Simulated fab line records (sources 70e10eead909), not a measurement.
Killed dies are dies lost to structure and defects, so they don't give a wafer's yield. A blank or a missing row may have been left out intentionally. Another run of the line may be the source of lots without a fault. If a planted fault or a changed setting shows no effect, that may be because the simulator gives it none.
Chamber matching	flow nand-harc	4 sister chambers for NHARC_A_STAIRCASE_ETCH_253 on rie-diel-01
The step etches the open film in C4F8/O2, target depth 50 nm, time 20.2 s. 30 wafers are shown with their chamber, then 12 later ones without.

== WAFERS WITH THEIR CHAMBER ==
wafer	chamber	oes-product-au (a.u.)	rf-vpp-V (V)
L075.2	3	0.936	892
L075.3	2	0.926	886
L075.4	0	0.953	885
L078.1	3	0.921	891
L078.3	2	0.917	885
L078.5	1	0.905	892
L076.1	2	0.906	886
L076.3	0	0.931	886
L076.6	0	0.922	888
L079.1	2	0.915	887
L079.5	2	0.914	885
L079.6	1	0.919	893
L080.4	1	0.929	893
L080.5	3	0.948	891
L080.6	0	0.948	887
L083.1	1	0.930	893
L083.2	0	0.965	887
L083.6	3	0.988	890
L084.3	3	0.963	891
L084.4	2	0.941	906
L084.6	2	0.937	907
L081.3	0	0.928	887
L081.4	2	0.916	905
L081.6	0	0.927	886
L087.4	0	0.956	907
L087.5	0	0.965	905
L087.6	1	0.943	893
L088.2	0	0.955	906
L088.4	3	0.959	892
L088.5	2	0.962	905

SIGNATURES (means of the wafers above)
reading	chamber 0	chamber 1	chamber 2	chamber 3	scatter within a chamber
oes-product-au	0.94500	0.92520	0.92600	0.95250	0.018
rf-vpp-V	892.40	892.80	894.67	891.17	8.07
Rule: for a wafer and a chamber, the distance is found by dividing, reading by reading, the gap between the wafer's reading and the chamber's mean by the reading's scatter, squaring, summing and taking the root. The wafer belongs to the nearest chamber; if the next one is less than 2 further off, it can't be placed. The scatter: take each reading less its chamber's mean, square it, sum over the shown wafers, divide by the number of wafers less the number of chambers, and take the root.

== WAFERS WHOSE CHAMBER IS MISSING ==
wafer	oes-product-au (a.u.)	rf-vpp-V (V)
L089.1	0.942	893
L089.3	0.938	906
L089.4	0.950	892
L091.4	0.951	891
L091.5	0.948	906
L091.6	0.962	893
L093.1	0.961	905
L093.3	0.959	891
L093.4	0.967	905
L096.1	0.973	891
L096.2	0.959	905
L096.4	0.977	904

== THE CHAMBER EACH PASSED THROUGH ==
wafer	from the rows above	in truth
L089.1	can't be placed: 0 or 3 or 2 or 1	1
L089.3	can't be placed: 2 or 0 or 1 or 3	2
L089.4	can't be placed: 3 or 0 or 2 or 1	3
L091.4	can't be placed: 3 or 0 or 1 or 2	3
L091.5	can't be placed: 0 or 3 or 2 or 1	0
L091.6	can't be placed: 3 or 0 or 2 or 1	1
L093.1	can't be placed: 3 or 0 or 2 or 1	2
L093.3	can't be placed: 3 or 0 or 2 or 1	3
L093.4	can't be placed: 3 or 0 or 2 or 1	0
L096.1	can't be placed: 3 or 0 or 2 or 1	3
L096.2	can't be placed: 0 or 3 or 2 or 1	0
L096.4	can't be placed: 3 or 0 or 2 or 1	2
Placed correctly: 0 of 12. These rows do not allow placing 12 (true chamber among the candidates in 12). Number placed wrongly: 0.
